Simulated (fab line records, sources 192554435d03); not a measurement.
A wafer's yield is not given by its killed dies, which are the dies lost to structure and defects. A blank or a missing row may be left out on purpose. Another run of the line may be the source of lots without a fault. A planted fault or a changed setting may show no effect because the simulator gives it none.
Matching of chambers + flow n5 finfet + rie diel-03 running N5_BEOL_M5_ETCH_62: 4 sister chambers
The step etches SOC in N2/H2, target depth 75 nm, overetch 15 nm, time 112.5 s. 4 wafers are shown with their chamber, then 9 later ones without.

== EACH WAFER AND ITS CHAMBER ==
| wafer  | chamber | throttle valve pct (%) |
|--------|---------|------------------------|
| L084.2 | 2       | 18.33                  |
| L083.1 | 3       | 18.19                  |
| L083.3 | 1       | 17.50                  |
| L083.5 | 0       | 17.61                  |

== WAFERS WITH NO CHAMBER GIVEN ==
| wafer  | throttle valve pct (%) |
|--------|------------------------|
| L087.1 | 18.35                  |
| L087.5 | 17.63                  |
| L087.6 | 17.53                  |
| L090.1 | 17.52                  |
| L090.4 | 17.52                  |
| L090.5 | 18.35                  |
| L091.3 | 17.63                  |
| L091.4 | 18.37                  |
| L091.5 | 17.63                  |

== EACH ONE'S CHAMBER ==
| wafer  | from the rows above | in truth |
|--------|---------------------|----------|
| L087.1 | 2                   | 2        |
| L087.5 | 0                   | 0        |
| L087.6 | 1                   | 1        |
| L090.1 | 1                   | 1        |
| L090.4 | 1                   | 1        |
| L090.5 | 2                   | 2        |
| L091.3 | 0                   | 0        |
| L091.4 | 2                   | 2        |
| L091.5 | 0                   | 0        |
Placed correctly: 9 of 9. Can't be placed from these rows: 0. Placed wrongly: 0.
How it was worked out, from the rows above alone: a wafer's distance from a chamber is the root of the sum, over the readings, of the square of ((its reading less the chamber's mean) divided by the reading's scatter). The wafer belongs to the nearest chamber; if the next one is less than 2 further off, it can't be placed. Each chamber's mean is taken over the wafers shown for it. The scatter: root of mean squared gap, hidden wafer to nearest shown wafer, with one shown wafer a chamber.
